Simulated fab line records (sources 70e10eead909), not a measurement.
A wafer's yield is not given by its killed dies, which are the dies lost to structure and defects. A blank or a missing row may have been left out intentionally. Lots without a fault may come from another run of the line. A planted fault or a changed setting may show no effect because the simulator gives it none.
fab line records	flow nand_harc
record: lots: 24	wafers: 72	last_day: 24
route steps=1159 shown A_STAIRCASE@741 A_SLIT@781 A_CONTACT@843
lots untouched by any fault: they come from a run of this same line in which no faults occurred
start_h: hours from the record's first day to the start of the lot's first wafer shown	wait_h: hours elapsed since this lot's preceding step	" unchanged from the row above	L1.1+2: a single row standing in for several wafers	- no value, or no start given	* or withheld: withheld	< > ~ a bound
route shown NAME@n: names a module that has steps shown in the file, with the first one's number in the route	usual: mean/standard deviation taken from wafers without a fault	same: alike in all rows	chamber/n: place in a boat	sites: each site's reading	_std_site: their standard deviation	_edge_site: inner sites' mean taken away from outer sites' mean	radius_mm: for every site, how far away it sits from the centre of the wafer	mask NAME#n: copy n	behind: the tool/chamber that last shaped the wafer	hold: why the lot went on hold/how many hours it stayed there/how the hold came to an end	device: whichever transistor did not switch (one of n, p or np)	end of line: the same wafers' tests at the end of the route	for a step that has no rows: nothing shown but its recipe	killed: not the wafer's yield, but the dies lost to structure and defects at the first sort	map: dies across one wafer; x = killed, . = not, _ = none there
set.NAME: the run value of the setting; set.NAME@STEP: its run value at that earlier step	model.NAME: the simulator's own value behind a step, which no gauge read
a sample of lots followed through the steps of the route, with each step as a table and each wafer as a row
services: the hour from which a tool's chamber was out of use, counted from the record's first day as start_h (under 0 if before that day), plus the number of hours and why
== steps ==
step: NHARC_A_STAIRCASE_STRIP_475
recipe: time_s: 20	o2_flow_sccm: 500	ar_flow_sccm: 0	bias_w: 0	chemistry: O2
usual: drypump_motor_current_A: 5.8/0.55	oes_product_au: 1.001/0.012	rf_vpp_V: 57.7/0.9	showerhead_plenum_p_Torr: 3.51/0.11	throttle_valve_pct: 17.038/0.01
lot.wafer	tool	chamber	start_h	wait_h	drypump_motor_current_A	oes_product_au	rf_hours_counter_h	rf_vpp_V	showerhead_plenum_p_Torr	throttle_valve_pct
L074.2	rie_diel-11	2	-	-	5.6	1.023	39	56.7	3.33	17.024
L074.1	"	3	"	"	5.4	0.987	42	56.5	3.40	17.027
L074.3	"	1	"	"	6.4	1.003	40	58.0	3.61	17.025
L075.3	rie_diel-07	2	-	-	6.2	1.002	29	58.7	3.45	17.011
L075.2	"	3	"	"	5.1	0.995	29	58.5	3.54	17.040
L075.5	"	1	"	"	6.7	1.027	-	57.5	3.50	17.033
L076.1	rie_diel-11	0	-	-	6.2	0.976	43	57.3	3.46	17.042
L076.2	"	1	"	"	6.4	1.001	40	57.9	3.61	17.053
L076.3	"	2	"	"	5.6	1.007	39	57.7	3.33	17.033
L077.2	rie_diel-03	3	314.49	0.2	6.8	1.019	35	59.2	3.48	17.048
L077.3	"	0	"	"	5.6	1.007	28	58.3	3.67	17.044
L077.5	"	1	"	"	4.9	1.001	-	58.3	3.62	17.034
L079.2	rie_diel-11	1	-	-	6.4	0.995	46	58.3	3.61	17.017
L079.6	"	2	"	"	5.6	1.009	-	56.1	3.33	17.049
L079.5	"	3	"	"	5.4	0.982	-	58.3	3.40	17.041
L078.2	rie_diel-03	0	-	-	5.6	1.015	36	59.0	3.66	17.042
L078.4	"	3	"	"	6.8	1.017	43	57.7	3.48	17.050
L078.5	"	0	"	"	5.6	1.013	-	55.9	3.66	17.049
L080.1	rie_diel-07	1	-	-	6.7	1.017	37	58.7	3.50	17.043
L080.2	"	3	"	"	5.1	0.982	35	57.0	3.54	17.042
L080.4	"	0	"	"	5.3	0.999	37	58.4	3.60	17.061
L081.3	rie_diel-11	2	-	-	5.6	1.013	48	57.5	3.33	17.064
L081.5	"	0	"	"	6.1	0.986	-	57.8	3.46	17.038
L081.6	"	1	"	"	6.4	1.003	-	58.3	3.61	17.044
L082.4	rie_diel-03	2	-	-	5.7	1.003	39	58.3	3.70	17.049
L082.1	"	3	"	"	6.7	1.017	54	56.5	3.47	17.044
L082.5	"	0	"	"	5.6	1.007	-	57.5	3.66	17.036
L083.1	rie_diel-03	1	-	-	4.9	0.988	46	57.5	3.61	17.042
L083.5	"	2	"	"	5.6	0.994	-	56.9	3.70	17.014
L083.6	"	3	"	"	6.8	1.012	-	56.6	3.47	17.027
L086.1	rie_diel-11	1	-	-	6.4	0.999	1	58.3	3.60	17.025
L086.3	"	2	"	"	5.6	0.996	0	58.9	3.32	17.039
L086.2	"	3	"	"	5.4	0.993	0	56.2	3.39	17.059
L087.3	rie_diel-11	0	-	-	6.1	0.992	1	57.8	3.45	17.035
L087.5	"	2	"	"	5.6	0.994	-	57.5	3.32	17.031
L087.6	"	3	"	"	5.4	1.001	-	58.4	3.39	17.025
L084.4	rie_diel-07	2	-	-	6.2	1.008	51	59.1	3.43	17.019
L084.6	"	3	"	"	5.1	0.994	-	57.7	3.53	17.032
L084.5	"	0	"	"	5.3	1.020	-	57.1	3.59	17.063
L085.2	rie_diel-07	0	-	-	5.3	1.018	52	59.3	3.59	17.035
L085.3	"	2	"	"	6.2	1.012	52	57.5	3.43	17.047
L085.5	"	1	"	"	6.7	1.024	-	54.9	3.49	17.029
L089.2	rie_diel-11	3	-	-	5.4	0.989	11	59.1	3.38	17.021
L089.3	"	1	"	"	6.4	0.993	11	57.8	3.60	17.038
L089.5	"	3	"	"	5.4	1.003	-	59.6	3.38	17.033
L088.3	rie_diel-03	2	404.47	0.1	5.6	1.002	2	59.0	3.69	17.048
L088.6	"	2	"	"	5.6	1.008	-	58.5	3.69	17.041
L088.5	"	3	"	"	6.8	1.010	-	57.6	3.47	17.028
L093.3	rie_diel-11	3	-	-	5.4	0.990	16	57.5	3.38	17.045
L093.1	"	1	"	"	6.4	0.997	14	57.8	3.60	17.049
L093.6	"	0	"	"	6.1	0.990	-	57.8	3.45	17.030
L092.2	rie_diel-11	0	-	-	6.1	0.984	16	57.3	3.45	17.032
L092.4	"	1	"	"	6.4	0.997	15	56.9	3.60	17.035
L092.1	"	2	"	"	5.7	0.990	16	57.2	3.31	17.043
L090.1	rie_diel-03	3	413.44	0.5	6.8	1.003	9	58.4	3.46	17.043
L090.4	"	2	"	"	5.6	1.003	-	57.7	3.69	17.036
L090.5	"	0	"	"	5.6	0.998	-	56.6	3.65	17.051
L091.1	rie_diel-03	0	414.96	0.2	5.6	0.995	10	57.4	3.64	17.036
L091.3	"	3	"	"	6.8	1.002	10	57.8	3.46	17.039
L091.4	"	0	"	"	5.6	1.000	-	58.4	3.64	17.042
L094.3	rie_diel-07	2	-	-	6.1	0.994	5	57.6	3.43	17.044
L094.4	"	3	"	"	5.1	0.982	5	57.9	3.52	17.019
L094.2	"	1	"	"	6.6	0.994	4	57.1	3.48	17.016
L096.1	rie_diel-03	1	-	-	4.9	1.013	6	59.0	3.60	17.037
L096.6	"	1	"	"	4.9	1.025	-	59.7	3.60	17.033
L096.5	"	2	"	"	5.7	1.003	-	58.7	3.68	17.025
L095.3	rie_diel-11	1	-	-	6.4	1.000	27	57.6	3.59	17.033
L095.5	"	0	"	"	6.1	0.985	-	58.8	3.44	17.034
L095.6	"	1	"	"	6.4	0.990	-	57.0	3.59	17.042
L097.2	rie_diel-07	3	-	-	5.2	0.995	13	58.1	3.52	17.018
L097.3	"	0	"	"	5.3	1.019	12	57.3	3.58	17.049
L097.1	"	2	"	"	6.1	0.995	11	57.7	3.42	17.041
step: NHARC_A_SLIT_DEP_23
recipe: target_thk_a: 1000	target_thk_nm: 100	temp_c: 400	pressure_torr: 3.5	flow_sccm: 200	rf_w: 350	material: SiON
usual: chamber_pressure_Torr: 3.500/0.0076	heater_power_w: 744/89
lot.wafer	tool	chamber	start_h	wait_h	chamber_pressure_Torr	heater_power_w
L074.2	pecvd-02	0	319.73	1.7	3.502	727
L074.3	"	1	"	"	3.488	752
L074.1	"	2	"	"	3.500	905
L077.3	pecvd-02	2	322.34	1.0	3.500	860
L077.2	"	0	"	"	3.506	661
L077.5	"	2	"	"	3.507	884
L075.2	pecvd-04	2	322.38	1.3	3.503	849
L075.3	"	0	"	"	3.501	716
L075.5	"	1	"	"	3.505	717
L076.3	pecvd-02	2	322.52	1.0	3.495	847
L076.2	"	0	"	"	3.501	734
L076.1	"	1	"	"	3.494	726
L079.2	pecvd-04	2	346.63	1.4	3.502	897
L079.6	"	0	"	"	3.493	631
L079.5	"	2	"	"	3.506	940
L080.1	pecvd-01	0	346.65	1.7	3.521	704
L080.2	"	2	"	"	3.486	741
L080.4	"	2	"	"	3.494	745
L078.2	pecvd-04	0	347.36	1.4	3.488	681
L078.4	"	0	"	"	3.497	690
L078.5	"	0	"	"	3.488	686
L081.3	pecvd-02	2	351.81	1.1	3.500	803
L081.6	"	1	"	"	3.485	611
L081.5	"	2	"	"	3.491	810
L082.1	pecvd-02	0	369.66	1.7	3.481	602
L082.5	"	0	"	"	3.497	617
L082.4	"	1	"	"	3.510	612
L083.1	pecvd-04	0	370.82	1.6	3.502	674
L083.5	"	1	"	"	3.501	683
L083.6	"	2	"	"	3.494	886
L086.3	pecvd-02	2	388.12	1.0	3.494	746
L086.2	"	0	"	"	3.501	666
L086.1	"	1	"	"	3.515	662
L084.4	pecvd-01	1	388.36	0.9	3.500	796
L084.5	"	2	"	"	3.502	759
L084.6	"	0	"	"	3.510	793
L087.3	pecvd-02	1	388.41	1.0	3.508	659
L087.6	"	2	"	"	3.510	862
L087.5	"	0	"	"	3.509	713
L085.2	pecvd-01	0	392.09	1.5	3.513	831
L085.3	"	1	"	"	3.499	854
L085.5	"	1	"	"	3.508	833
L089.2	pecvd-01	0	416.50	1.3	3.507	798
L089.3	"	2	"	"	3.515	760
L089.5	"	0	"	"	3.501	833
L088.3	pecvd-01	0	417.29	1.1	3.493	762
L088.5	"	2	"	"	3.493	739
L088.6	"	0	"	"	3.495	767
L093.1	pecvd-02	0	422.99	2.1	3.495	716
L093.3	"	1	"	"	3.512	673
L093.6	"	2	"	"	3.510	827
L090.1	pecvd-04	2	423.13	2.0	3.491	784
L090.5	"	1	"	"	3.504	694
L090.4	"	2	"	"	3.490	767
L092.1	pecvd-04	0	423.77	1.7	3.501	568
L092.2	"	1	"	"	3.492	622
L092.4	"	2	"	"	3.503	735
L091.1	pecvd-02	2	426.41	1.7	3.498	876
L091.3	"	1	"	"	3.508	661
L091.4	"	2	"	"	3.508	732
L094.2	pecvd-01	0	441.02	1.4	3.494	782
L094.3	"	1	"	"	3.506	838
L094.4	"	0	"	"	3.497	811
L095.3	pecvd-04	1	455.16	1.0	3.508	730
L095.6	"	1	"	"	3.508	728
L095.5	"	2	"	"	3.497	848
L096.1	pecvd-02	0	455.24	1.7	3.511	651
L096.6	"	2	"	"	3.500	844
L096.5	"	0	"	"	3.513	672
L097.2	pecvd-02	1	461.02	1.4	3.501	607
L097.3	"	2	"	"	3.510	815
L097.1	"	0	"	"	3.505	698
step: NHARC_A_SLIT_OVL_MEAS_10
usual: overlay_x_nm: -0.2/0.84	overlay_y_nm: 0.0/0.93
lot.wafer	tool	chamber	start_h	wait_h	overlay_x_nm	overlay_y_nm
L074.1	overlay-02	-	320.50	-	0.2	0.4
L074.2	"	-	"	"	0.0	0.7
L074.3	"	-	"	"	-0.2	0.1
L077.2	overlay-02	-	322.99	-	1.5	-0.8
L077.3	"	-	"	"	0.8	-1.0
L077.5	"	-	"	"	0.6	-1.4
L075.2	overlay-02	-	323.15	-	0.9	-1.5
L075.3	"	-	"	"	1.4	-1.8
L075.5	"	-	"	"	1.2	-1.7
L076.1	overlay-02	-	323.30	-	0.5	-0.2
L076.2	"	-	"	"	0.0	0.0
L076.3	"	-	"	"	0.9	0.2
L080.1	overlay-02	-	347.29	-	-0.6	0.2
L080.2	"	-	"	"	-0.1	0.2
L080.4	"	-	"	"	-0.9	0.1
L079.2	overlay-02	-	347.45	-	-1.8	0.6
L079.5	"	-	"	"	-1.3	0.3
L079.6	"	-	"	"	-1.4	1.3
L078.2	overlay-01	-	348.17	-	-0.1	-0.2
L078.4	"	-	"	"	-0.5	0.5
L078.5	"	-	"	"	0.0	0.8
L081.3	overlay-01	-	352.53	-	-1.4	-0.9
L081.5	"	-	"	"	-1.0	-0.6
L081.6	"	-	"	"	-1.4	-0.8
L082.1	overlay-01	-	370.43	-	0.6	-1.3
L082.4	"	-	"	"	0.7	-1.0
L082.5	"	-	"	"	0.1	-0.9
L083.1	overlay-01	-	371.59	-	-1.1	-0.5
L083.5	"	-	"	"	-0.8	-1.0
L083.6	"	-	"	"	-0.9	-0.6
L086.1	overlay-02	-	388.77	-	0.4	0.6
L086.2	"	-	"	"	0.2	0.8
L086.3	"	-	"	"	0.2	0.7
L084.4	overlay-01	-	389.04	-	-1.1	-1.3
L084.5	"	-	"	"	-1.2	-1.5
L084.6	"	-	"	"	-0.9	-1.3
L087.3	overlay-02	-	389.19	-	-0.3	0.4
L087.5	"	-	"	"	0.2	0.2
L087.6	"	-	"	"	0.5	0.7
L085.2	overlay-02	-	392.90	-	-0.9	1.2
L085.3	"	-	"	"	-0.9	1.0
L085.5	"	-	"	"	-1.4	0.9
L089.2	overlay-02	-	417.24	-	-0.3	-0.9
L089.3	"	-	"	"	-0.3	-0.7
L089.5	"	-	"	"	-0.2	-0.8
L088.3	overlay-01	-	417.89	-	-0.2	0.7
L088.5	"	-	"	"	-0.8	0.6
L088.6	"	-	"	"	-1.0	0.8
L093.1	overlay-01	-	423.73	-	0.2	2.0
L093.3	"	-	"	"	0.1	1.0
L093.6	"	-	"	"	0.6	1.7
L090.1	overlay-02	-	423.88	-	-1.5	1.2
L090.4	"	-	"	"	-0.6	1.1
L090.5	"	-	"	"	-1.1	0.9
L092.1	overlay-01	-	424.51	-	0.2	0.1
L092.2	"	-	"	"	0.0	0.6
L092.4	"	-	"	"	-0.1	0.1
L091.1	overlay-02	-	427.05	-	-1.0	-0.4
L091.3	"	-	"	"	-1.1	-0.4
L091.4	"	-	"	"	-2.0	-0.4
L094.2	overlay-02	-	441.82	-	0.5	1.0
L094.3	"	-	"	"	0.2	0.8
L094.4	"	-	"	"	0.5	1.2
L095.3	overlay-02	-	455.80	-	0.3	-0.3
L095.5	"	-	"	"	0.1	0.2
L095.6	"	-	"	"	0.3	0.0
L096.1	overlay-02	-	455.99	-	-0.8	-0.8
L096.5	"	-	"	"	-0.9	-0.9
L096.6	"	-	"	"	-1.2	-0.8
L097.1	overlay-01	-	461.78	-	1.5	1.2
L097.2	"	-	"	"	1.5	0.7
L097.3	"	-	"	"	1.0	0.5
step: NHARC_A_CONTACT_DEP_29
recipe: target_thk_a: 700	target_thk_nm: 70	temp_c: 400	pressure_torr: 3.5	flow_sccm: 200	rf_w: 350	material: SiON
usual: chamber_pressure_Torr: 3.499/0.0076	heater_power_w: 731/100
lot.wafer	tool	chamber	start_h	wait_h	chamber_pressure_Torr	heater_power_w
L074.3	pecvd-04	1	365.92	1.2	3.505	623
L074.2	"	2	"	"	3.498	922
L074.1	"	0	"	"	3.498	709
L077.3	pecvd-03	1	369.87	1.1	3.509	895
L077.2	"	0	"	"	3.494	807
L077.5	"	2	"	"	3.505	625
L075.2	pecvd-03	1	374.35	1.5	3.504	932
L075.3	"	2	"	"	3.502	667
L075.5	"	2	"	"	3.486	664
L076.2	pecvd-03	2	377.05	1.5	3.512	625
L076.1	"	0	"	"	3.504	720
L076.3	"	1	"	"	3.498	898
L078.2	pecvd-04	1	393.44	1.5	3.505	709
L078.4	"	1	"	"	3.496	680
L078.5	"	1	"	"	3.490	703
L080.2	pecvd-02	0	397.24	1.5	3.486	691
L080.1	"	1	"	"	3.498	697
L080.4	"	1	"	"	3.499	702
L079.2	pecvd-02	2	399.42	1.5	3.511	864
L079.5	"	0	"	"	3.491	654
L079.6	"	1	"	"	3.504	684
L081.3	pecvd-04	0	405.47	1.2	3.500	611
L081.6	"	0	"	"	3.499	601
L081.5	"	1	"	"	3.488	720
L082.1	pecvd-04	1	421.83	1.9	3.493	615
L082.5	"	2	"	"	3.496	805
L082.4	"	0	"	"	3.500	693
L083.1	pecvd-03	0	425.42	1.9	3.500	797
L083.6	"	0	"	"	3.502	756
L083.5	"	1	"	"	3.520	892
L087.3	pecvd-02	2	429.64	1.1	3.494	850
L087.6	"	2	"	"	3.506	869
L087.5	"	1	"	"	3.504	716
L084.6	pecvd-04	1	430.76	0.1	3.494	662
L084.4	"	2	"	"	3.493	875
L084.5	"	0	"	"	3.496	701
L086.1	pecvd-04	0	437.49	1.9	3.498	680
L086.2	"	1	"	"	3.492	696
L086.3	"	2	"	"	3.504	915
L085.2	pecvd-04	2	437.66	1.6	3.494	861
L085.3	"	1	"	"	3.498	637
L085.5	"	2	"	"	3.494	860
L088.3	pecvd-02	1	461.19	1.2	3.494	716
L088.5	"	1	"	"	3.514	726
L088.6	"	0	"	"	3.504	649
L089.3	pecvd-03	1	461.82	1.1	3.515	816
L089.2	"	0	"	"	3.508	837
L089.5	"	1	"	"	3.495	820
L092.1	pecvd-04	2	466.00	1.9	3.481	877
L092.2	"	1	"	"	3.491	645
L092.4	"	0	"	"	3.504	658
L093.3	pecvd-02	1	468.48	1.4	3.495	717
L093.1	"	0	"	"	3.498	601
L093.6	"	2	"	"	3.493	800
L090.1	pecvd-02	1	472.53	1.9	3.504	612
L090.4	"	2	"	"	3.496	801
L090.5	"	0	"	"	3.507	611
L091.1	pecvd-02	1	477.79	1.9	3.506	654
L091.3	"	2	"	"	3.497	886
L091.4	"	2	"	"	3.508	845
L094.2	pecvd-04	2	492.20	1.5	3.491	850
L094.4	"	2	"	"	3.505	841
L094.3	"	0	"	"	3.498	697
L096.1	pecvd-04	0	501.21	1.9	3.504	609
L096.6	"	1	"	"	3.492	637
L096.5	"	0	"	"	3.495	607
L095.3	pecvd-02	2	501.48	1.1	3.508	736
L095.5	"	1	"	"	3.511	723
L095.6	"	0	"	"	3.504	722
L097.3	pecvd-04	0	506.64	1.1	3.504	678
L097.1	"	1	"	"	3.488	632
L097.2	"	2	"	"	3.499	745
step: NHARC_A_CONTACT_STRIP_55
recipe: o2_flow_sccm: 500	ar_flow_sccm: 0	bias_w: 0	chemistry: O2
usual: drypump_motor_current_A: 5.6/0.56	oes_product_au: 1.000/0.0096	rf_vpp_V: 57.6/0.97	showerhead_plenum_p_Torr: 3.51/0.11	throttle_valve_pct: 17.037/0.0089
lot.wafer	tool	chamber	start_h	wait_h	drypump_motor_current_A	oes_product_au	rf_hours_counter_h	rf_vpp_V	showerhead_plenum_p_Torr	throttle_valve_pct
L074.2	rie_diel-03	3	-	-	6.8	1.019	57	58.4	3.47	17.044
L074.1	"	0	"	"	5.6	1.030	50	58.5	3.66	17.035
L074.3	"	2	"	"	5.7	1.008	42	58.2	3.70	17.019
L077.3	rie_diel-02	3	-	-	5.7	0.998	6	56.5	3.41	17.039
L077.2	"	0	"	"	4.7	1.006	6	56.9	3.62	17.029
L077.5	"	2	"	"	5.3	1.015	-	57.4	3.48	17.024
L075.3	rie_diel-11	1	-	-	6.4	0.992	1	57.1	3.60	17.027
L075.2	"	0	"	"	6.1	0.989	1	57.7	3.45	17.025
L075.5	"	2	"	"	5.6	1.000	-	55.9	3.32	17.032
L076.3	rie_diel-11	1	-	-	6.4	0.996	2	56.9	3.60	17.036
L076.1	"	2	"	"	5.6	0.995	2	57.6	3.32	17.039
L076.2	"	3	"	"	5.4	0.990	2	58.3	3.39	17.032
L078.2	rie_diel-02	0	-	-	4.7	1.000	13	58.8	3.62	17.045
L078.4	"	3	"	"	5.7	0.989	12	56.7	3.41	17.020
L078.5	"	0	"	"	4.7	0.992	-	58.4	3.62	17.023
L080.1	rie_diel-02	3	-	-	5.7	0.991	14	56.2	3.41	17.050
L080.4	"	0	"	"	4.7	0.986	15	60.2	3.62	17.030
L080.2	"	2	"	"	5.4	1.011	14	57.6	3.48	17.043
L079.2	rie_diel-02	2	-	-	5.4	1.016	15	58.3	3.48	17.042
L079.6	"	2	"	"	5.4	1.004	-	56.9	3.48	17.043
L079.5	"	3	"	"	5.7	0.988	-	57.9	3.41	17.026
L081.3	rie_diel-02	3	-	-	5.7	0.996	17	58.3	3.41	17.031
L081.5	"	2	"	"	5.3	1.018	-	57.2	3.48	17.037
L081.6	"	3	"	"	5.7	0.984	-	58.7	3.41	17.055
L082.1	rie_diel-03	0	-	-	5.6	0.999	12	56.9	3.64	17.039
L082.4	"	3	"	"	6.8	0.985	-	57.8	3.46	17.038
L082.5	"	0	"	"	5.6	0.992	-	57.3	3.64	17.032
L083.1	rie_diel-02	3	-	-	5.7	1.001	19	59.4	3.41	17.051
L083.6	"	0	"	"	4.7	1.003	-	57.6	3.62	17.041
L083.5	"	3	"	"	5.7	0.994	-	54.8	3.41	17.039
L087.3	rie_diel-03	2	-	-	5.6	0.995	14	56.8	3.68	17.042
L087.5	"	2	"	"	5.7	0.996	-	58.3	3.68	17.033
L087.6	"	3	"	"	6.8	0.993	-	56.8	3.46	17.042
L084.4	rie_diel-03	0	-	-	5.6	1.012	15	59.0	3.64	17.053
L084.5	"	2	"	"	5.7	0.999	-	58.3	3.68	17.048
L084.6	"	3	"	"	6.8	1.011	-	57.4	3.46	17.024
L086.3	rie_diel-03	1	-	-	4.9	1.001	6	56.4	3.60	17.036
L086.2	"	3	"	"	6.8	0.996	19	56.8	3.46	17.019
L086.1	"	0	"	"	5.6	0.996	18	57.5	3.64	17.038
L085.2	rie_diel-11	0	-	-	6.1	0.992	28	57.8	3.44	17.052
L085.3	"	2	"	"	5.6	0.999	30	58.6	3.30	17.024
L085.5	"	3	"	"	5.4	1.008	-	58.1	3.37	17.048
L088.3	rie_diel-02	1	-	-	5.3	1.009	22	57.3	3.47	17.039
L088.6	"	1	"	"	5.3	0.997	-	58.7	3.47	17.039
L088.5	"	2	"	"	5.4	1.014	-	58.4	3.47	17.031
L089.3	rie_diel-02	3	-	-	5.7	1.001	27	56.0	3.40	17.044
L089.2	"	1	"	"	5.4	1.007	22	59.3	3.47	17.053
L089.5	"	3	"	"	5.7	0.991	-	55.7	3.40	17.030
L092.2	rie_diel-03	0	-	-	5.6	0.995	27	57.7	3.63	17.032
L092.1	"	2	"	"	5.7	1.004	31	58.4	3.67	17.036
L092.4	"	3	"	"	6.8	1.007	30	57.6	3.45	17.063
L093.1	rie_diel-11	3	-	-	5.4	0.997	42	57.1	3.37	17.051
L093.3	"	0	"	"	6.1	0.981	40	57.0	3.43	17.038
L093.6	"	2	"	"	5.6	0.991	-	55.3	3.30	17.036
L090.1	rie_diel-03	2	-	-	5.7	1.006	33	57.8	3.67	17.036
L090.4	"	1	"	"	4.9	0.998	19	57.5	3.60	17.024
L090.5	"	2	"	"	5.7	1.001	-	59.4	3.67	17.023
L091.3	rie_diel-02	2	-	-	5.4	1.004	30	57.3	3.47	17.043
L091.1	"	3	"	"	5.7	0.989	29	57.9	3.40	17.033
L091.4	"	0	"	"	4.7	1.001	29	56.7	3.61	17.032
L094.4	rie_diel-02	3	-	-	5.7	0.994	32	57.2	3.40	17.046
L094.3	"	0	"	"	4.7	1.015	31	57.9	3.61	17.049
L094.2	"	1	"	"	5.3	1.008	26	57.5	3.47	17.033
L096.1	rie_diel-02	2	-	-	5.4	1.001	33	57.7	3.47	17.034
L096.5	"	2	"	"	5.4	1.001	-	58.8	3.47	17.041
L096.6	"	3	"	"	5.7	0.992	-	57.0	3.40	17.034
L095.3	rie_diel-03	2	-	-	5.6	1.010	41	58.3	3.67	17.031
L095.5	"	2	"	"	5.7	1.001	-	57.6	3.67	17.047
L095.6	"	3	"	"	6.8	1.003	-	56.9	3.44	17.044
L097.1	rie_diel-11	0	-	-	6.1	0.995	55	57.7	3.42	17.023
L097.2	"	1	"	"	6.4	0.985	55	57.5	3.57	17.032
L097.3	"	2	"	"	5.6	0.996	54	57.2	3.29	17.043
step: NHARC_A_CONTACT_ETCH_128
recipe: source_w: withheld	pressure_mtorr: 20	bias_v: 1200	time_s: 155	target_depth_a: 9560	ar_flow_sccm: withheld	c4f8_flow_sccm: withheld	o2_flow_sccm: withheld	chemistry: C4F8/O2/Ar
lot.wafer	tool	chamber	start_h	wait_h	rf_hours_counter_h
L074.2	har_cap_etch-02	0	376.43	0.2	8
L074.1	"	1	"	"	8
L074.3	"	0	"	"	-
L077.2	har_cap_etch-01	0	379.50	0.1	58
L077.3	"	0	"	"	-
L077.5	"	1	"	"	-
L075.2	har_cap_etch-03	0	384.73	0.2	82
L075.3	"	0	"	"	-
L075.5	"	1	"	"	-
L076.2	har_cap_etch-01	0	387.36	0.1	61
L076.1	"	1	"	"	61
L076.3	"	0	"	"	-
L078.2	har_cap_etch-02	1	403.84	0.1	14
L078.4	"	1	"	"	-
L078.5	"	1	"	"	-
L080.1	har_cap_etch-02	0	408.70	0.1	15
L080.2	"	1	"	"	15
L080.4	"	1	"	"	-
L079.2	har_cap_etch-03	0	409.35	0.1	87
L079.5	"	1	"	"	-
L079.6	"	0	"	"	-
L081.3	har_cap_etch-03	1	416.11	0.1	-
L081.5	"	1	"	"	-
L081.6	"	0	"	"	-
L082.1	har_cap_etch-02	0	431.60	0.1	18
L082.4	"	0	"	"	-
L082.5	"	0	"	"	-
L083.1	har_cap_etch-02	0	435.38	0.1	19
L083.6	"	1	"	"	-
L083.5	"	0	"	"	-
L087.3	har_cap_etch-01	1	439.75	0.1	-
L087.5	"	1	"	"	-
L087.6	"	0	"	"	-
L084.4	har_cap_etch-02	1	443.60	0.1	-
L084.5	"	1	"	"	-
L084.6	"	0	"	"	-
L086.1	har_cap_etch-01	0	448.59	0.1	71
L086.2	"	1	"	"	71
L086.3	"	1	"	"	-
L085.2	har_cap_etch-02	0	449.41	0.1	23
L085.3	"	0	"	"	-
L085.5	"	1	"	"	-
L088.3	har_cap_etch-01	1	471.75	0.1	-
L088.6	"	1	"	"	-
L088.5	"	0	"	"	-
L089.2	har_cap_etch-03	1	472.31	0.2	97
L089.3	"	0	"	"	-
L089.5	"	1	"	"	-
L092.1	har_cap_etch-01	1	476.72	0.1	76
L092.2	"	0	"	"	76
L092.4	"	1	"	"	-
L093.1	har_cap_etch-03	1	478.16	0.2	98
L093.3	"	1	"	"	-
L093.6	"	0	"	"	-
L090.1	har_cap_etch-03	1	482.87	0.1	99
L090.4	"	0	"	"	-
L090.5	"	1	"	"	-
L091.1	har_cap_etch-03	1	491.52	0.1	101
L091.4	"	1	"	"	-
L091.3	"	0	"	"	-
L094.2	har_cap_etch-02	0	502.24	0.1	31
L094.3	"	1	"	"	-
L094.4	"	0	"	"	-
L096.1	har_cap_etch-02	0	511.78	0.1	33
L096.6	"	1	"	"	-
L096.5	"	0	"	"	-
L095.3	har_cap_etch-01	1	512.92	0.1	-
L095.6	"	1	"	"	-
L095.5	"	0	"	"	-
L097.2	har_cap_etch-03	0	516.77	0.1	105
L097.1	"	1	"	"	105
L097.3	"	0	"	"	-
== services ==
tool	chamber	start_h	hours	kind
rie_diel-03	2	288.86	36.9	repair
rie_diel-03	1	298.74	9.8	repair
har_cap_etch-02	-	305.00	17.0	pm
rie_diel-03	0	305.88	5.3	repair
rie_diel-02	-	323.64	2.7	repair
rie_diel-02	-	326.81	2.4	repair
pecvd-01	1	328.00	3.8	repair
pecvd-02	-	334.00	13.0	pm
pecvd-04	1	335.33	24.7	repair
rie_diel-11	-	346.13	0.5	repair
rie_diel-03	1	350.16	4.0	repair
rie_diel-11	-	355.38	0.4	repair
rie_diel-11	1	361.75	2.5	repair
rie_diel-11	-	366.50	9.0	pm
pecvd-04	-	376.00	13.0	pm
rie_diel-03	-	392.47	9.0	pm
rie_diel-02	-	406.24	0.3	repair
har_cap_etch-03	-	407.80	0.5	repair
rie_diel-02	1	428.88	15.5	repair
rie_diel-11	2	473.71	9.0	repair
pecvd-04	1	489.99	3.5	repair
rie_diel-11	3	504.03	5.2	repair
rie_diel-02	-	506.18	9.0	pm
pecvd-02	-	515.00	13.0	pm
== key ==
fault none
